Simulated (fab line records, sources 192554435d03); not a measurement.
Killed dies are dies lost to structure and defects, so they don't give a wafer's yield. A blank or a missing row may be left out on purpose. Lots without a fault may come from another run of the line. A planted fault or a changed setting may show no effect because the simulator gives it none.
fab line records | flow n5_finfet
record lots=11 wafers=30 last_day=18
route steps=1938 shown BEOL_M13@1693 BEOL_M14@1716 PASSIVATION@1936
lots that met no fault: from a run of the same line without faults
start_h: hours from the record's first day to the start of the lot's first wafer shown | wait_h: hours since the lot's step before | " the same as in the row above | L1.1+2: a row that stands for several wafers | - no value, or no start given | * or withheld: withheld | < > ~ a bound
route shown NAME@n: a module of which the file shows steps, and the number in the route of the first | usual: mean/standard deviation of fault-free wafers | same: alike in all rows | chamber/n: place in a boat | sites: the reading at each site | _std_site: their standard deviation | _edge_site: outer sites' mean less inner sites' | radius_mm: how far each site lies from the wafer's centre | mask NAME#n: copy n | behind: the tool/chamber that last shaped the wafer | hold: why the lot was held/for how many hours/how that ended | device: the transistor (n, p or np) that didn't switch | end of line: the same wafers' tests at the end of the route | a step without rows: its recipe alone | killed: dies lost to structure and defects at the first sort, not the wafer's yield | map: a wafer's dies, x killed, . not, _ none there
set.NAME: the setting as run; set.NAME@STEP: as run at that earlier step | model.NAME: the simulator's own value behind a step, which no gauge read
steps of the route over a sample of lots; a table a step, a row a wafer
services: from which hour (start_h, from the record's first day; less than 0 if before it) a tool's chamber was out of use, for how many hours, and why
## steps
# step N5_BEOL_M13_ETCH_67
# recipe chemistry=CF4 target=SiARC target_depth_a=1430 time_s=238.3 ion_energy_ev=80 pressure_mtorr=40 source_w=545 bias_w=36 Ar_flow_sccm=100 cf4_flow_sccm=100 ends=cleared
# usual drypump_motor_current_A=5.8/0.43 etch_rf_on_time_s=240/4.9 oes_product_au=0.63/0.063 rf_vpp_V=184.1/1.2 showerhead_plenum_p_Torr=2.13/0.073 throttle_valve_pct=15.71/0.19
# columns lot.wafer tool chamber start_h wait_h drypump_motor_current_A etch_rf_on_time_s oes_product_au rf_hours_counter_h rf_vpp_V showerhead_plenum_p_Torr throttle_valve_pct
L193.3 rie_diel-05 1 240.42 0.0 5.7 246 0.60 192 182.6 2.05 16.02
L193.5 " 1 " " 5.7 247 0.60 - 182.4 2.05 16.02
L196.3 rie_diel-02 3 260.18 0.0 5.9 244 0.58 223 181.7 2.03 15.76
L196.5 " 0 " " 5.7 232 0.62 - 183.6 2.14 15.63
L196.6 " 3 " " 5.9 243 0.58 - 185.4 2.03 15.74
L195.1 rie_diel-02 0 263.71 0.0 5.7 233 0.62 188 183.6 2.14 15.63
L195.2 " 3 " " 5.9 245 0.58 224 183.0 2.03 15.75
L195.3 " 1 " " 6.2 239 0.60 213 186.1 2.21 15.73
L198.2 rie_diel-05 1 272.47 0.0 5.7 248 0.59 200 182.6 2.04 16.05
L198.4 " 3 " " 5.6 239 0.59 244 185.3 2.19 15.71
L198.5 " 2 " " 5.6 246 0.60 - 185.0 2.20 15.72
L197.1 rie_diel-02 3 277.72 0.0 5.9 244 0.58 228 184.0 2.03 15.77
L197.4 " 2 " " 4.9 236 0.61 214 183.0 2.11 15.58
L197.6 " 3 " " 5.9 241 0.57 - 182.5 2.03 15.76
L205.3 rie_diel-05 0 313.76 0.0 5.9 236 0.68 113 185.5 2.24 15.68
L205.5 " 0 " " 5.9 236 0.68 - 185.1 2.24 15.68
L203.1 rie_diel-02 0 316.97 0.0 5.7 233 0.61 204 184.0 2.13 15.63
L203.2 " 3 " " 5.9 248 0.57 240 183.2 2.03 15.79
L203.5 " 1 " " 6.2 238 0.60 - 184.8 2.21 15.75
L208.1 rie_diel-02 1 340.99 0.0 6.1 235 0.59 235 185.9 2.20 15.77
L208.3 " 2 " " 4.9 238 0.60 233 184.1 2.11 15.60
L210.1 rie_diel-01 0 354.24 0.0 6.1 242 0.63 203 181.8 2.04 15.91
L210.4 " 2 " " 5.9 243 0.58 237 184.0 2.20 15.93
L210.6 " 3 " " 5.0 237 0.59 - 182.6 2.04 15.77
L213.2 rie_diel-02 2 373.73 0.0 4.9 238 0.59 244 183.3 2.10 15.63
L213.3 " 3 " " 5.9 239 0.83 2 185.7 2.28 15.34
L213.5 " 0 " " 5.8 231 0.60 - 185.0 2.13 15.69
L214.2 rie_diel-01 1 387.54 0.0 6.5 245 0.68 105 184.0 2.15 15.55
L214.4 " 0 " " 6.0 236 0.62 - 184.4 2.04 15.94
L214.6 " 1 " " 6.5 244 0.69 - 185.5 2.15 15.55
# step N5_BEOL_M13_PRE_CLEAN_42
# recipe gas=H2/He time_s=30 temp_c=250
# usual heater_power_w=334/41
# columns lot.wafer tool chamber start_h wait_h heater_power_w
L193.3 pvd_sputter-03 - 245.79 0.0 366
L193.5 " - " " 368
L196.3 pvd_sputter-02 - 261.52 0.0 399
L196.5 " - " " 322
L196.6 " - " " 287
L195.1 pvd_sputter-01 - 264.62 0.0 316
L195.2 " - " " 283
L195.3 " - " " 325
L198.2 pvd_sputter-01 - 275.57 0.0 319
L198.4 " - " " 296
L198.5 " - " " 401
L197.1 pvd_sputter-01 - 282.57 0.0 316
L197.4 " - " " 295
L197.6 " - " " 317
L205.3 pvd_sputter-02 - 322.61 0.0 316
L205.5 " - " " 399
L203.1 pvd_sputter-01 - 322.81 0.0 289
L203.2 " - " " 323
L203.5 " - " " 314
L208.1 pvd_sputter-01 - 344.28 0.0 329
L208.3 " - " " 285
L210.1 pvd_sputter-01 - 355.85 0.0 315
L210.4 " - " " 400
L210.6 " - " " 322
L213.2 pvd_sputter-01 - 375.76 0.0 321
L213.3 " - " " 324
L213.5 " - " " 327
L214.2 pvd_sputter-02 - 389.54 0.0 315
L214.4 " - " " 318
L214.6 " - " " 278
# step N5_BEOL_M13_THK_MEAS_50
# recipe thk_meas_gauge=xrf reads=Cu_of_BEOL_M13_ECD_47
# usual M13_THK=414/7.7
# columns lot.wafer tool chamber start_h wait_h M13_THK[nm]
L193.3 film_metro-01 - 246.86 - 409
L193.5 " - " " 409
L196.3 film_metro-01 - 262.59 - 413
L196.5 " - " " 421
L196.6 " - " " 408
L195.1 film_metro-02 - 265.69 - 423
L195.2 " - " " 409
L195.3 " - " " 412
L198.2 film_metro-02 - 276.64 - 405
L198.4 " - " " 419
L198.5 " - " " 408
L197.1 film_metro-01 - 283.65 - 402
L197.4 " - " " 406
L197.6 " - " " 403
L205.3 film_metro-02 - 323.76 - 425
L205.5 " - " " 420
L203.1 film_metro-02 - 324.21 - 426
L203.2 " - " " 412
L203.5 " - " " 410
L208.1 film_metro-02 - 345.37 - 415
L208.3 " - " " 416
L210.1 film_metro-01 - 356.92 - 408
L210.4 " - " " 391
L210.6 " - " " 410
L213.2 film_metro-01 - 376.83 - 408
L213.3 " - " " 417
L213.5 " - " " 414
L214.2 film_metro-01 - 390.61 - 423
L214.4 " - " " 410
L214.6 " - " " 425
# step N5_BEOL_M14_ILD_DEP_00
# recipe material=SiO2 target_thk_a=11193 temp_c=400 precursor=TEOS/O2 pressure_torr=6.5 rf_w=900 teos_flow_sccm=161.4 gas=O2 flow_sccm=2650 time_s=237.4
# usual heater_power_w=509/100 run_length_s=280.0/0.49 showerhead_plenum_p_Torr=8.325/0.029 showerhead_vpp_V=1831/92 throttle_valve_pct=18.7/0.98
# columns lot.wafer tool chamber start_h wait_h heater_power_w run_length_s showerhead_plenum_p_Torr showerhead_vpp_V throttle_valve_pct
L193.3 pecvd-01 1 247.05 0.0 410 279.3 8.346 1830 18.7
L193.5 " 1 " " 305 279.5 8.323 1862 18.5
L196.3 pecvd-04 2 262.86 0.1 729 279.5 8.315 2002 16.6
L196.5 " 2 " " 563 279.5 8.305 1957 16.8
L196.6 " 0 " " 419 280.6 8.309 1889 19.0
L195.1 pecvd-01 0 265.88 0.0 488 280.2 8.336 1723 20.2
L195.2 " 2 " " 434 280.5 8.304 1667 18.7
L195.3 " 1 " " 353 279.7 8.318 1838 18.3
L198.2 pecvd-01 0 276.83 0.0 490 280.4 8.331 1701 20.2
L198.4 " 1 " " 400 279.6 8.324 1872 18.4
L198.5 " 0 " " 518 280.7 8.336 1757 20.0
L197.1 pecvd-01 0 283.84 0.0 437 279.9 8.327 1745 20.2
L197.4 " 1 " " 393 279.2 8.328 1851 18.6
L197.6 " 2 " " 509 280.3 8.322 1727 18.6
L205.3 pecvd-01 2 323.95 0.0 481 360.2 8.331 1719 18.9
L205.5 " 1 " " 311 359.0 8.318 1852 18.7
L203.1 pecvd-01 2 324.40 0.0 533 281.0 8.324 1729 18.9
L203.2 " 0 " " 540 279.9 8.340 1753 20.1
L203.5 " 0 " " 407 359.9 8.341 1727 20.1
L208.1 pecvd-01 1 345.56 0.0 330 279.6 8.329 1851 18.4
L208.3 " 0 " " 417 359.8 8.338 1740 20.1
L210.1 pecvd-04 0 357.14 0.0 539 280.3 8.305 1875 19.0
L210.4 " 2 " " 562 279.5 8.326 1972 16.8
L210.6 " 1 " " 464 280.1 8.364 1873 18.5
L213.2 pecvd-02 2 377.02 0.0 469 279.8 8.297 1935 18.5
L213.3 " 1 " " 575 280.4 8.258 1834 20.4
L213.5 " 0 " " 437 279.6 8.331 1711 18.2
L214.2 pecvd-04 0 390.81 0.0 540 280.5 8.307 1872 19.1
L214.4 " 1 " " 585 279.5 8.386 1855 18.4
L214.6 " 0 " " 435 280.2 8.323 1860 18.9
# step N5_BEOL_M14_THK_MEAS_01
# recipe reads=SiO2_of_BEOL_M14_ILD_DEP_00
# usual M14_ILD_THK=1119/15
# columns lot.wafer tool chamber start_h wait_h M14_ILD_THK[nm]
L193.3 film_metro-02 - 247.24 0.1 1106
L193.5 " - " " 1134
L196.3 film_metro-02 - 263.05 0.1 1151
L196.5 " - " " 1142
L196.6 " - " " 1129
L195.1 film_metro-02 - 266.07 0.1 1114
L195.2 " - " " 1114
L195.3 " - " " 1107
L198.2 film_metro-01 - 277.02 0.1 1130
L198.4 " - " " 1128
L198.5 " - " " 1136
L197.1 film_metro-02 - 284.03 0.1 1119
L197.4 " - " " 1121
L197.6 " - " " 1124
L205.3 film_metro-01 - 324.14 0.1 1487
L205.5 " - " " 1488
L203.1 film_metro-01 - 324.59 0.1 1097
L203.2 " - " " 1096
L203.5 " - " " 1492
L208.1 film_metro-01 - 345.75 0.1 1110
L208.3 " - " " 1498
L210.1 film_metro-01 - 357.33 0.1 1098
L210.4 " - " " 1141
L210.6 " - " " 1125
L213.2 film_metro-01 - 377.22 0.1 1103
L213.3 " - " " 1100
L213.5 " - " " 1141
L214.2 film_metro-02 - 391.00 0.1 1091
L214.4 " - " " 1132
L214.6 " - " " 1117
# step N5_PASSIVATION_PROBE_49
# usual defect_limited_yield=91.0/1.3 killed_at_M0_to_M3=36/9.5 killed_at_M4_up=14/5.6 killed_at_contacts=12/6.4 killed_at_front_end=40/10 killed_at_other=3.2/3 killed_dies=107/15 killed_open=69/12 killed_short=35/7.7 sort_bin_5_function=5.3/0.91 sort_bin_6_memory=3.3/0.65 sort_n_pass=1073/15 sort_yield_pct=91.0/1.3
# same gross_dies=1180 killed_at_back_side=0 sort_bin_4_leakage[%]=0 sort_bin_8_speed[%]=0
# columns lot.wafer tool chamber start_h wait_h defect_limited_yield[%] killed_at_M0_to_M3 killed_at_M4_up killed_at_contacts killed_at_front_end killed_at_other killed_dies killed_open killed_short sort_bin_5_function[%] sort_bin_6_memory[%] sort_n_pass sort_yield_pct[%]
L196.3 prober-02 - 291.84 0.1 92.3 28 10 8 39 6 91 68 22 4.9 2.7 1089 92.3
L196.5 prober-02 - 291.94 0.2 88.4 33 11 26 58 9 137 92 40 5.6 5.4 1043 88.4
L196.6 prober-02 - 291.99 0.3 91.0 29 13 20 39 5 106 71 33 5.4 3.3 1074 91.0
L203.1 prober-01 - 354.68 0.0 91.1 28 12 8 51 6 105 63 38 4.7 3.6 1075 91.1
L203.2 prober-01 - 354.73 0.1 93.3 24 9 12 32 2 79 39 40 4.1 2.3 1101 93.3
L203.5 prober-01 - 354.88 0.2 90.2 40 5 12 56 3 116 71 43 5.5 4.0 1064 90.2
L205.3 prober-02 - 354.71 0.1 91.4 35 12 13 41 1 102 62 33 5.3 2.5 1078 91.4
L208.1 prober-01 - 381.91 0.0 91.9 32 15 15 30 3 95 57 36 4.3 3.1 1085 91.9
L210.1 prober-01 - 391.61 0.0 91.8 38 6 10 42 1 97 58 38 4.3 3.6 1083 91.8
L210.4 prober-01 - 391.76 0.2 92.5 30 9 13 36 0 88 58 30 4.8 2.3 1092 92.5
L210.6 prober-01 - 391.86 0.3 90.8 46 14 9 39 0 108 76 31 6.4 2.5 1072 90.8
# killed by level:class
L196.3 STI_FIN_REVEAL:geometric_particle:open=14 BEOL_M3:geometric_particle:open=8 MOL_CONTACT_COAG:geometric_particle:open=7 BEOL_M2:geometric_particle:open=7 BEOL_M4:geometric_particle:open=6 ILD0:geometric_particle:open=3 GATE_CUT:geometric_particle:short=3 GATE_CUT:geometric_particle:open=3
L196.5 STI_FIN_REVEAL:geometric_particle:open=21 MOL_CONTACT_COAG:geometric_particle:open=21 FIN_SAQP:geometric_particle:short=10 BEOL_M2:geometric_particle:open=9 BEOL_M1:geometric_particle:open=7 BEOL_M0_SAQP:geometric_particle:open=6 MOL_CONTACT_COAG:geometric_particle:short=5 HKMG_FIN:area_etch=5
L196.6 MOL_CONTACT_COAG:geometric_particle:open=18 STI_FIN_REVEAL:geometric_particle:open=9 FIN_SAQP:geometric_particle:open=8 GATE_CUT:geometric_particle:short=6 BEOL_M2:geometric_particle:open=6 BEOL_M0_SAQP:geometric_particle:open=5 BEOL_M3:geometric_particle:open=5 BEOL_M1:geometric_particle:open=4
L203.1 STI_FIN_REVEAL:geometric_particle:open=14 BEOL_M0_SAQP:geometric_particle:short=9 FIN_SAQP:geometric_particle:short=8 FIN_SAQP:geometric_particle:open=7 BEOL_M0_SAQP:geometric_particle:open=7 STI_FIN_REVEAL:geometric_particle:short=5 MOL_CONTACT_COAG:geometric_particle:open=5 BEOL_M3:geometric_particle:open=4
L205.3 STI_FIN_REVEAL:geometric_particle:open=13 MOL_CONTACT_COAG:geometric_particle:open=11 BEOL_M0_SAQP:geometric_particle:short=10 GATE_CUT:geometric_particle:short=6 BEOL_M4:geometric_particle:open=6 BEOL_M0_SAQP:geometric_particle:open=5 BEOL_M1:geometric_particle:open=5 HKMG_FIN:area_etch=5
L203.2 MOL_CONTACT_COAG:geometric_particle:open=9 FIN_SAQP:geometric_particle:short=8 STI_FIN_REVEAL:geometric_particle:open=5 GATE_CUT:geometric_particle:short=5 BEOL_M0_SAQP:geometric_particle:short=5 DUMMY_GATE:geometric_particle:open=4 BEOL_M0_SAQP:geometric_particle:open=4 BEOL_M2:geometric_particle:open=4
L203.5 BEOL_M0_SAQP:geometric_particle:open=14 FIN_SAQP:geometric_particle:short=11 MOL_CONTACT_COAG:geometric_particle:open=10 GATE_CUT:geometric_particle:short=9 BEOL_M0_SAQP:geometric_particle:short=9 BEOL_M3:geometric_particle:open=8 FIN_SAQP:geometric_particle:open=7 STI_FIN_REVEAL:geometric_particle:open=7
L208.1 MOL_CONTACT_COAG:geometric_particle:open=10 FIN_SAQP:geometric_particle:open=8 BEOL_M3:geometric_particle:open=8 BEOL_M0_SAQP:geometric_particle:open=6 FIN_SAQP:geometric_particle:short=5 SPACER0:geometric_particle:short=5 MOL_CONTACT_COAG:geometric_particle:short=5 BEOL_M2:geometric_particle:short=4
L210.1 BEOL_M0_SAQP:geometric_particle:short=12 FIN_SAQP:geometric_particle:short=10 BEOL_M0_SAQP:geometric_particle:open=10 STI_FIN_REVEAL:geometric_particle:open=9 MOL_CONTACT_COAG:geometric_particle:open=7 FIN_SAQP:geometric_particle:open=6 BEOL_M2:geometric_particle:open=5 BEOL_M3:geometric_particle:open=4
L210.4 MOL_CONTACT_COAG:geometric_particle:open=13 STI_FIN_REVEAL:geometric_particle:open=8 BEOL_M0_SAQP:geometric_particle:open=6 BEOL_M2:geometric_particle:open=6 FIN_SAQP:geometric_particle:open=5 FIN_SAQP:geometric_particle:short=5 BEOL_M4:geometric_particle:open=5 BEOL_M0_SAQP:geometric_particle:short=5
L210.6 BEOL_M0_SAQP:geometric_particle:open=17 BEOL_M0_SAQP:geometric_particle:short=11 MOL_CONTACT_COAG:geometric_particle:open=8 FIN_SAQP:geometric_particle:short=7 BEOL_M4:geometric_particle:open=7 FIN_SAQP:geometric_particle:open=6 STI_FIN_REVEAL:geometric_particle:open=6 BEOL_M2:geometric_particle:open=6
## services
# columns tool chamber start_h hours kind
pecvd-02 - 226.68 1.2 repair
pecvd-04 - 229.27 2.6 repair
pecvd-04 1 255.80 14.1 repair
pvd_sputter-01 - 265.37 5.6 repair
pecvd-02 - 307.51 5.5 pm
pecvd-01 2 326.11 - calibration
pecvd-02 - 337.70 3.3 repair
pvd_sputter-02 - 350.92 15.4 repair
rie_diel-02 3 351.18 - clean
rie_diel-02 3 351.18 - consumable_replace:focus_ring
rie_diel-02 3 351.18 - consumable_replace:showerhead
rie_diel-02 3 351.18 16.0 scheduled_down
rie_diel-02 3 351.18 16.0 vent_cycle
pecvd-01 0 351.26 5.5 scheduled_down
pecvd-01 1 356.72 2.1 scheduled_down
pvd_sputter-01 - 363.81 5.6 repair
rie_diel-05 0 365.70 8.6 repair
pvd_sputter-02 - 366.68 18.9 repair
pecvd-01 1 383.62 - clean
pecvd-01 1 383.62 - consumable_replace:showerhead
pecvd-01 1 383.62 29.0 scheduled_down
pecvd-01 1 383.62 29.0 vent_cycle
rie_diel-02 1 388.20 - clean
rie_diel-02 1 388.20 - consumable_replace:focus_ring
## key
first_sign step=N5_BEOL_M14_ILD_DEP_00 reading=run_length_s direction=up sigmas=99+ usual=* struck=*
effect step=N5_BEOL_M14_THK_MEAS_01 reading=M14_ILD_THK direction=up sigmas=25 usual=1119 struck=1491
met_at N5_BEOL_M14_ILD_DEP_00
struck_lots L203,L205,L208
struck_wafers L203.5,L205.3,L205.5,L208.3
not_acting_at N5_BEOL_M13_ETCH_67,N5_BEOL_M13_PRE_CLEAN_42,N5_BEOL_M13_THK_MEAS_50
onset_between 283.84 323.95
fault kind=process_parameter_drift tool=pecvd-01 chamber=- onset_h=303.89 steps=N5_BEOL_M14_ILD_DEP_00 channel=time_s offset=* shape=step end_h=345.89 scope=struck_wafers_only acts_in=* stated=*
